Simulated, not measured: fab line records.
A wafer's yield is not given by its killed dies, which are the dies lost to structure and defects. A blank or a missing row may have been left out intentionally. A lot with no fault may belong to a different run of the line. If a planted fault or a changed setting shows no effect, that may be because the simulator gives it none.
Split-lot trial + flow n5Finfet + 7 lots, 21 wafers read, on a route of 1938 steps

== THE SPLIT ==
At N5_BEOL_M9_ETCH_62 (etches SOC in N2/H2, target depth 110 nm, overetch 22 nm, time 165 s), the setting timeS was moved away from the recipe's 165 s on 9 of the 21 wafers read, by -8.9% to +11.0%. The other wafers ran this setting at the recipe's value.

The reading comes from the split's own step.

== THE READING ==
SiARC_of_BEOL_M9_COAT_60.thkNm (the simulator's own value, which no gauge read), in nm, at N5_BEOL_M9_ETCH_62 (etches SOC in N2/H2, target depth 110 nm, overetch 22 nm, time 165 s). The file does not state a usual value for it. Here, 12 wafers ran the recipe; their average is 23.5 nm with a standard deviation of 0.15 nm.

| wafer  | tool, chamber at the split | timeS as run, s | against the recipe | SiARC_of_BEOL_M9_COAT_60.thkNm, nm | against lot-mates on the recipe |
|--------|----------------------------|-----------------|--------------------|------------------------------------|---------------------------------|
| L077.1 | rieDiel-05, 1,3            | 150.3           | -8.9%              | 24.2                               | +0.6                            |
| L077.5 | rieDiel-05, 1,3            | 150.3           | -8.9%              | 24.2                               | +0.6                            |
| L077.3 | rieDiel-05, 2              | 165             | recipe             | 23.6                               | -                               |
| L082.1 | rieDiel-05, 2,3            | 183.1           | +11.0%             | 22.8                               | -0.6                            |
| L082.3 | rieDiel-05, 2,3            | 183.1           | +11.0%             | 22.8                               | -0.6                            |
| L082.5 | rieDiel-05, 3              | 165             | recipe             | 23.4                               | -                               |
| L087.2 | rieDiel-02, 1              | 165             | recipe             | 23.6                               | -                               |
| L087.3 | rieDiel-02, 3              | 165             | recipe             | 23.8                               | -                               |
| L087.5 | rieDiel-02, 2              | 165             | recipe             | 23.2                               | -                               |
| L092.3 | rieDiel-05, 1              | 165             | recipe             | 23.4                               | -                               |
| L092.4 | rieDiel-05, 2              | 165             | recipe             | 23.6                               | -                               |
| L092.6 | rieDiel-05, 3              | 179.3           | +8.7%              | 23                                 | -0.5                            |
| L094.1 | rieDiel-05, 3,2            | 165             | recipe             | 23.4                               | -                               |
| L094.3 | rieDiel-05, 3,2            | 165             | recipe             | 23.4                               | -                               |
| L094.4 | rieDiel-05, 1              | 165             | recipe             | 23.6                               | -                               |
| L095.1 | rieDiel-05, 0              | 165             | recipe             | 23.4                               | -                               |
| L095.2 | rieDiel-05, 3              | 179.3           | +8.7%              | 22.8                               | -0.6                            |
| L095.3 | rieDiel-05, 2              | 179.3           | +8.7%              | 23                                 | -0.4                            |
| L097.3 | rieDiel-05, 0              | 165             | recipe             | 23.6                               | -                               |
| L097.4 | rieDiel-05, 1,3            | 155.4           | -5.8%              | 24                                 | +0.4                            |
| L097.6 | rieDiel-05, 1,3            | 155.4           | -5.8%              | 24                                 | +0.4                            |
Rows listing several chambers each stand for several wafers; the file does not say which wafer went through which chamber.

FIT RESULTS
A straight line over all 21 wafers: SiARC_of_BEOL_M9_COAT_60.thkNm changes by -0.0706 nm for each +1% of timeS; r = -0.95; the points scatter about the line by 0.13 nm.
The same after taking each lot's own level away (the mean of its wafers on the recipe; 21 wafers): -0.0605 nm for each +1%; r = -0.95; scatter 0.12 nm.
On that fit, the largest move of timeS shifts the reading by 0.66 nm.
From 23.40 to 23.60 nm: that is the span of the lots' own levels, equal to 1.3 times the standard deviation above.
Hence the slope depends on the lot-to-lot level, as the two fits are not the same.
Check: for one of the wafers moved furthest among these (+11.0%), held out of the fit, the line's prediction against its lot-mates is -0.654 nm. Against them it came out at -0.6 nm.

== ADDITIONAL SPLITS CARRIED BY THESE WAFERS ==
Note: prior to the reading, these wafers also went through further splits. Each is held against what the fit with the lots' levels taken away leaves over:
| other split on the same wafers  | wafers away from the commonest value | r with SiARC_of_BEOL_M9_COAT_60.thkNm (lot level and that fit taken away) |
|---------------------------------|--------------------------------------|---------------------------------------------------------------------------|
| N5_BEOL_M6_TRENCH_ETCH_37 timeS | 6                                    | +0.24                                                                     |
| N5_BEOL_M7_COAT_59 spinRpm      | 8                                    | +0.01                                                                     |
| N5_BEOL_M7_COAT_05 spinRpm      | 8                                    | -0.01                                                                     |
| N5_BEOL_M8_ILD_DEP_00 timeS     | 8                                    | +0.27                                                                     |

== THE WHOLE CHAIN: every reading that the file lists as answering this split, in the file's order ==
| step                  | what it does                                                         | reading                                                                         | change (the file's fit)                                                              | r (the file's) |
|-----------------------|----------------------------------------------------------------------|---------------------------------------------------------------------------------|--------------------------------------------------------------------------------------|----------------|
| N5_BEOL_M9_ETCH_62    | etches SOC in N2/H2, target depth 110 nm, overetch 22 nm, time 165 s | SiARC_of_BEOL_M9_COAT_60.thkNm (the simulator's own value, which no gauge read) | -0.0597 nm for each +1% of the setting                                               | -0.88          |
| N5_BEOL_M9_HM_OPEN_17 | chemistry Cl2/BCl3, target TiN, target depth 20 nm, overetch 6 nm    | etch.depthNm (the simulator's own value, which no gauge read)                   | not straight: 20.23 at the lowest setting, 20.02 at the recipe, 18.03 at the highest | not given      |

== FILE'S OWN FIT ==
SiARC_of_BEOL_M9_COAT_60.thkNm changes by -0.0597 nm for each +1% of timeS, r = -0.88.
